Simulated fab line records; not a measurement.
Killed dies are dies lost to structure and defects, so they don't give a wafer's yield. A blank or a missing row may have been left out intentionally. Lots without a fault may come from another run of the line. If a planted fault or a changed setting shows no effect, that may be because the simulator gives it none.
fab line records	flow n5Finfet	part 2 of 2: steps 4 to 6 of 6
record lots=20	wafers=60	lastDay=18
route steps=1938 shown BEOL_M5@1129
lots that met no fault: from a run of the same line without faults
startH: the number of hours between the record's first day and the start of the first shown wafer of the lot	waitH: hours elapsed since this lot's preceding step	" as in the row above	L1.1+2: several wafers, shown together as one row	- value missing, or start not given	* or withheld: withheld	< > ~ a bound
route shown NAME@n: a module of which the file shows steps, and the number in the route of the first	usual: mean and standard deviation over wafers with no fault	same: alike in all rows	chamber/n: place in a boat	sites: readings site by site	_std_site: their standard deviation	_edge_site: the outer-site mean with the inner-site mean subtracted	radiusMm: for every site, how far away it sits from the centre of the wafer	mask NAME#n: copy n	behind: the most recent tool/chamber to have shaped the wafer	hold: why the lot went on hold/how many hours it stayed there/how the hold came to an end	device: transistor that didn't switch, given as n, p or np	end of line: the same wafers' tests at the end of the route	a step with no rows: only its recipe	killed: count of dies lost to structure and defects at first sort (not the wafer's yield)	map: the dies of a wafer, with x for killed, . for not killed, _ for no die there
set.NAME: the setting as run; set.NAME@STEP: as run at that earlier step	model.NAME: the simulator's own value behind a step, which no gauge read
the route's steps for a sample of lots (tables are steps, rows are wafers)
services: a tool's chamber out of use, with start hour (startH, from the record's first day; less than 0 if before it), hours out, and reason
## steps
# step N5_BEOL_M5_ETCH_68
# recipe chemistry=N2/H2	target=SOC	targetDepthA=800	overetchA=160	maskMaterial=SiARC	tempC=40	timeS=120	ionEnergyEv=200	pressureMtorr=30	sourceW=840	biasW=150	n2FlowSccm=200	h2FlowSccm=200
# usual drypumpMotorCurrentA=5.62/0.29	h2FlowSccm=200.0/0.6	oesProductAu=0.59/0.064	rfVppV=524.6/1.8	showerheadPlenumPTorr=2.57/0.055	throttleValvePct=17.85/0.23
lot.wafer	tool	chamber	startH	waitH	drypumpMotorCurrentA	h2FlowSccm	oesProductAu	rfHoursCounterH	rfVppV	showerheadPlenumPTorr	throttleValvePct
L074.2	rieDiel-06	3	177.95	0.0	5.27	199.5	0.63	75	522.6	2.48	17.95
L074.3	"	0	"	"	5.85	199.5	0.57	173	526.1	2.64	17.95
L074.4	"	0	"	"	5.86	199.7	0.57	-	527.6	2.64	17.93
L076.2	rieDiel-01	1	184.56	0.0	5.98	199.3	0.54	231	526.9	2.63	18.37
L076.3	"	3	"	"	5.76	199.1	0.57	198	527.0	2.63	17.60
L076.5	"	2	"	"	5.27	198.3	0.52	-	523.5	2.51	17.81
L077.2	rieDiel-01	1	184.94	0.0	5.96	201.2	0.54	231	525.3	2.63	18.38
L077.4	"	2	"	"	5.26	200.3	0.52	231	523.7	2.51	17.82
L077.5	"	0	"	"	6.14	200.3	0.70	-	527.2	2.61	17.93
L079.2	rieDiel-05	0	207.88	0.0	6.04	200.0	0.57	175	526.9	2.64	17.78
L079.4	"	2	"	"	5.57	200.3	0.64	61	524.8	2.59	17.97
L079.6	"	0	"	"	6.04	200.1	0.57	-	525.0	2.64	17.77
L081.3	rieDiel-06	3	214.03	0.0	5.32	200.2	0.62	89	523.2	2.48	17.96
L081.5	"	2	"	"	5.56	200.2	0.55	-	524.2	2.53	17.96
L081.6	"	1	"	"	5.28	200.6	0.72	-	525.0	2.59	17.30
L082.1	rieDiel-01	3	221.98	0.0	5.74	199.9	0.56	211	526.7	2.62	17.61
L082.2	"	0	"	"	6.07	200.4	0.67	28	526.7	2.61	17.96
L082.3	"	1	"	"	5.94	200.1	0.53	245	524.4	2.62	18.40
L080.4	rieDiel-01	1	225.32	0.0	5.98	201.2	0.53	246	526.6	2.62	18.41
L080.5	"	3	"	"	5.74	199.6	0.57	-	527.5	2.62	17.63
L080.6	"	2	"	"	5.27	199.9	0.51	-	523.3	2.50	17.84
L086.1	rieDiel-06	2	242.88	0.0	5.56	200.0	0.53	210	523.2	2.52	17.98
L086.2	"	0	"	"	5.84	200.3	0.55	195	526.6	2.63	17.97
L086.4	"	3	"	"	5.30	200.8	0.62	98	522.3	2.47	17.98
L084.3	rieDiel-01	2	245.56	0.0	5.26	201.6	0.51	253	523.2	2.50	17.85
L084.4	"	0	"	"	6.08	199.7	0.65	-	527.2	2.60	17.98
L084.6	"	2	"	"	5.26	201.6	0.51	-	522.0	2.50	17.85
L085.2	rieDiel-06	3	245.82	0.0	5.32	199.9	0.62	100	522.4	2.47	17.99
L085.4	"	2	"	"	5.57	199.3	0.54	211	522.0	2.52	17.98
L085.6	"	3	"	"	5.31	199.9	0.62	-	521.7	2.47	17.97
L088.2	rieDiel-06	0	255.11	0.0	5.82	200.7	0.55	198	524.9	2.63	17.98
L088.3	"	2	"	"	5.56	200.4	0.53	213	522.3	2.52	17.97
L088.6	"	2	"	"	5.56	199.9	0.54	-	524.8	2.52	17.98
L089.1	rieDiel-05	3	265.45	0.0	5.55	200.7	0.53	240	523.2	2.49	17.92
L089.2	"	2	"	"	5.56	200.1	0.62	77	526.1	2.59	17.99
L089.3	"	0	"	"	6.07	199.9	0.56	190	526.0	2.63	17.81
L090.1	rieDiel-01	1	268.00	0.0	5.97	198.5	0.73	5	527.7	2.62	17.99
L090.2	"	3	"	"	5.74	199.9	0.56	230	525.9	2.62	17.65
L090.3	"	0	"	"	6.10	199.3	0.65	46	523.8	2.60	17.97
L092.4	rieDiel-05	3	278.69	0.0	5.55	199.5	0.53	243	521.8	2.49	17.96
L092.5	"	3	"	"	5.56	200.2	0.53	-	522.7	2.49	17.93
L092.6	"	2	"	"	5.56	200.3	0.62	-	523.7	2.59	17.99
L091.1	rieDiel-06	1	290.38	0.0	5.28	200.6	0.68	27	526.3	2.59	17.34
L091.2	"	2	"	"	5.56	199.7	0.53	223	523.9	2.52	18.01
L091.6	"	0	"	"	5.85	199.5	0.55	-	526.2	2.63	17.99
L093.1	rieDiel-01	1	291.73	0.0	5.96	199.7	0.71	14	525.8	2.61	17.99
L093.5	"	2	"	"	5.29	200.4	0.74	-	522.1	2.50	17.52
L093.6	"	1	"	"	5.96	200.1	0.71	-	525.5	2.61	17.99
L094.3	rieDiel-06	0	294.53	0.0	5.86	200.3	0.54	209	527.6	2.63	18.00
L094.4	"	0	"	"	5.87	200.0	0.55	-	526.5	2.63	17.97
L094.6	"	1	"	"	5.30	200.8	0.68	-	524.9	2.58	17.35
L095.2	rieDiel-05	0	304.34	0.0	5.98	200.3	0.55	202	525.9	2.63	17.82
L095.3	"	1	"	"	5.27	200.3	0.59	124	525.6	2.57	17.77
L095.6	"	1	"	"	5.29	200.2	0.60	-	523.7	2.57	17.76
L096.1	rieDiel-05	1	308.02	0.0	5.30	200.3	0.60	126	523.9	2.57	17.76
L096.4	"	2	"	"	5.57	200.9	0.62	-	525.8	2.58	18.02
L096.6	"	1	"	"	5.31	200.8	0.59	-	524.9	2.57	17.75
L097.1	rieDiel-06	2	328.23	0.0	5.56	200.6	0.53	235	523.6	2.51	18.01
L097.2	"	1	"	"	5.30	200.7	0.68	40	525.8	2.58	17.36
L097.4	"	0	"	"	5.84	200.1	0.54	218	526.7	2.62	18.01
# step N5_BEOL_M5_VIA_ETCH_34
# recipe chemistry=C4F6/O2	target=SiCOH_lowk	targetDepthA=883	maskMaterial=SOC	taperDeg=4	timeS=39.2	ionEnergyEv=250	pressureMtorr=30	sourceW=345	biasW=185	Ar_flow_sccm=300	C4F6_flow_sccm=10	O2_flow_sccm=10
# usual drypumpMotorCurrentA=5.62/0.29	oesProductAu=0.77/0.086	rfVppV=664/10	showerheadPlenumPTorr=2.87/0.062	throttleValvePct=20.84/0.18
lot.wafer	tool	chamber	startH	waitH	drypumpMotorCurrentA	oesProductAu	rfHoursCounterH	rfVppV	showerheadPlenumPTorr	throttleValvePct
L074.2	rieDiel-06	3	178.05	0.0	5.30	0.85	75	655	2.77	20.85
L074.3	"	0	"	"	5.83	0.72	174	661	2.95	20.91
L074.4	"	0	"	"	5.83	0.72	-	662	2.95	20.93
L076.2	rieDiel-01	1	184.66	0.0	5.96	0.69	231	674	2.90	21.14
L076.3	"	3	"	"	5.74	0.74	198	677	2.94	20.63
L076.5	"	2	"	"	5.27	0.67	-	665	2.82	20.86
L077.2	rieDiel-01	1	185.04	0.0	5.95	0.70	231	674	2.90	21.15
L077.4	"	2	"	"	5.27	0.68	231	667	2.82	20.84
L077.5	"	0	"	"	6.12	0.90	-	655	2.88	20.68
L079.2	rieDiel-05	0	207.98	0.0	6.07	0.74	175	670	2.98	20.88
L079.4	"	2	"	"	5.58	0.85	61	677	2.89	20.90
L079.6	"	0	"	"	6.01	0.74	-	671	2.98	20.88
L081.3	rieDiel-06	3	214.14	0.0	5.26	0.83	89	655	2.76	20.88
L081.5	"	2	"	"	5.56	0.70	-	651	2.83	21.03
L081.6	"	1	"	"	5.31	0.94	-	660	2.93	20.61
L082.1	rieDiel-01	3	222.08	0.0	5.75	0.73	212	678	2.93	20.65
L082.2	"	0	"	"	6.13	0.86	28	655	2.87	20.71
L082.3	"	1	"	"	5.95	0.68	245	672	2.90	21.16
L080.4	rieDiel-01	1	225.42	0.0	5.96	0.68	246	672	2.90	21.18
L080.5	"	3	"	"	5.72	0.72	-	680	2.93	20.65
L080.6	"	2	"	"	5.26	0.67	-	666	2.81	20.86
L086.1	rieDiel-06	2	242.98	0.0	5.55	0.69	210	650	2.83	21.05
L086.2	"	0	"	"	5.85	0.70	195	660	2.94	20.95
L086.4	"	3	"	"	5.35	0.81	98	656	2.76	20.90
L084.3	rieDiel-01	2	245.66	0.0	5.27	0.67	253	667	2.81	20.88
L084.4	"	0	"	"	6.06	0.85	-	656	2.87	20.72
L084.6	"	2	"	"	5.26	0.66	-	664	2.81	20.88
L085.2	rieDiel-06	3	245.92	0.0	5.33	0.83	100	655	2.76	20.88
L085.4	"	2	"	"	5.56	0.70	211	652	2.83	21.06
L085.6	"	3	"	"	5.33	0.82	-	654	2.76	20.90
L088.2	rieDiel-06	0	255.21	0.0	5.83	0.70	198	662	2.94	20.95
L088.3	"	2	"	"	5.56	0.70	213	649	2.82	21.06
L088.6	"	2	"	"	5.56	0.70	-	649	2.82	21.06
L089.1	rieDiel-05	3	265.55	0.0	5.54	0.67	240	661	2.80	21.11
L089.2	"	2	"	"	5.55	0.81	77	680	2.89	20.92
L089.3	"	0	"	"	6.04	0.73	190	671	2.97	20.91
L090.1	rieDiel-01	1	268.10	0.0	5.94	0.96	5	673	2.89	20.83
L090.2	"	3	"	"	5.77	0.72	230	677	2.92	20.70
L090.3	"	0	"	"	6.09	0.84	46	657	2.87	20.73
L092.4	rieDiel-05	3	278.79	0.0	5.54	0.68	243	660	2.80	21.12
L092.5	"	3	"	"	5.54	0.68	-	660	2.80	21.12
L092.6	"	2	"	"	5.56	0.82	-	680	2.88	20.93
L091.1	rieDiel-06	1	290.48	0.0	5.27	0.89	27	657	2.92	20.64
L091.2	"	2	"	"	5.56	0.69	223	650	2.82	21.09
L091.6	"	0	"	"	5.83	0.70	-	661	2.93	20.97
L093.1	rieDiel-01	1	291.83	0.0	5.95	0.95	14	671	2.89	20.82
L093.5	"	2	"	"	5.27	0.97	-	665	2.81	20.64
L093.6	"	1	"	"	5.95	0.94	-	672	2.89	20.82
L094.3	rieDiel-06	0	294.63	0.0	5.85	0.70	209	661	2.93	20.98
L094.4	"	0	"	"	5.85	0.69	-	661	2.93	20.97
L094.6	"	1	"	"	5.27	0.88	-	659	2.92	20.63
L095.2	rieDiel-05	0	304.44	0.0	6.03	0.73	202	672	2.97	20.93
L095.3	"	1	"	"	5.28	0.78	124	681	2.83	20.54
L095.6	"	1	"	"	5.28	0.78	-	681	2.83	20.53
L096.1	rieDiel-05	1	308.13	0.0	5.30	0.77	126	680	2.83	20.53
L096.4	"	2	"	"	5.55	0.80	-	679	2.88	20.94
L096.6	"	1	"	"	5.30	0.78	-	680	2.83	20.54
L097.1	rieDiel-06	2	328.33	0.0	5.55	0.67	235	649	2.82	21.10
L097.2	"	1	"	"	5.30	0.86	40	657	2.92	20.63
L097.4	"	0	"	"	5.84	0.69	218	661	2.93	20.99
# step N5_BEOL_M5_PRE_CLEAN_45
# recipe gas=H2/He	timeS=30	tempC=250
# usual heaterPowerW=328/45
lot.wafer	tool	chamber	startH	waitH	heaterPowerW
L074.2	pvdSputter-01	-	179.52	0.0	293
L074.3	"	-	"	"	304
L074.4	"	-	"	"	315
L076.2	pvdSputter-03	-	186.22	0.0	350
L076.3	"	-	"	"	419
L076.5	"	-	"	"	347
L077.2	pvdSputter-02	-	186.30	0.0	353
L077.4	"	-	"	"	365
L077.5	"	-	"	"	352
L079.2	pvdSputter-03	-	209.79	0.0	421
L079.4	"	-	"	"	353
L079.6	"	-	"	"	355
L081.3	pvdSputter-03	-	217.62	0.0	417
L081.5	"	-	"	"	350
L081.6	"	-	"	"	432
L082.1	pvdSputter-02	-	222.98	0.0	361
L082.2	"	-	"	"	347
L082.3	"	-	"	"	280
L080.4	pvdSputter-02	-	226.68	0.0	282
L080.5	"	-	"	"	346
L080.6	"	-	"	"	372
L086.1	pvdSputter-01	-	243.85	0.0	293
L086.2	"	-	"	"	309
L086.4	"	-	"	"	319
L084.3	pvdSputter-01	-	246.57	0.0	315
L084.4	"	-	"	"	295
L084.6	"	-	"	"	311
L085.2	pvdSputter-03	-	247.14	0.0	421
L085.4	"	-	"	"	354
L085.6	"	-	"	"	421
L088.2	pvdSputter-03	-	256.42	0.0	420
L088.3	"	-	"	"	353
L088.6	"	-	"	"	428
L089.1	pvdSputter-03	-	267.15	0.0	345
L089.2	"	-	"	"	288
L089.3	"	-	"	"	355
L090.1	pvdSputter-03	-	269.20	0.0	351
L090.2	"	-	"	"	432
L090.3	"	-	"	"	281
L092.4	pvdSputter-02	-	279.59	0.0	375
L092.5	"	-	"	"	348
L092.6	"	-	"	"	367
L091.1	pvdSputter-01	-	291.63	0.0	306
L091.2	"	-	"	"	266
L091.6	"	-	"	"	307
L093.1	pvdSputter-03	-	292.71	0.0	362
L093.5	"	-	"	"	355
L093.6	"	-	"	"	284
L094.3	pvdSputter-01	-	296.15	0.0	310
L094.4	"	-	"	"	275
L094.6	"	-	"	"	304
L095.2	pvdSputter-01	-	305.30	0.0	300
L095.3	"	-	"	"	267
L095.6	"	-	"	"	267
L096.1	pvdSputter-01	-	309.14	0.0	306
L096.4	"	-	"	"	262
L096.6	"	-	"	"	289
L097.1	pvdSputter-02	-	329.31	0.0	366
L097.2	"	-	"	"	275
L097.4	"	-	"	"	355
## services
tool	chamber	startH	hours	kind
rieDiel-01	3	157.99	1.5	repair
rieDiel-06	1	177.25	22.2	repair
rieDiel-06	2	194.15	4.6	repair
rieDiel-01	1	239.29	-	clean
rieDiel-01	1	239.29	-	consumableReplace:focusRing
rieDiel-01	1	239.29	17.8	scheduledDown
rieDiel-01	1	239.29	17.8	ventCycle
rieDiel-01	2	257.19	-	clean
rieDiel-01	2	257.19	-	consumableReplace:focusRing
rieDiel-01	2	257.19	19.0	scheduledDown
rieDiel-01	2	257.19	19.0	ventCycle
pvdSputter-01	-	260.51	3.0	repair
rieDiel-06	0	274.36	3.1	repair
rieDiel-06	3	294.02	4.3	repair
rieDiel-05	3	300.48	-	clean
rieDiel-05	3	300.48	-	consumableReplace:focusRing
rieDiel-05	3	300.48	12.2	scheduledDown
rieDiel-05	3	300.48	12.2	ventCycle
rieDiel-01	3	329.15	-	clean
rieDiel-01	3	329.15	-	consumableReplace:focusRing
rieDiel-01	3	329.15	21.2	scheduledDown
rieDiel-01	3	329.15	21.2	ventCycle
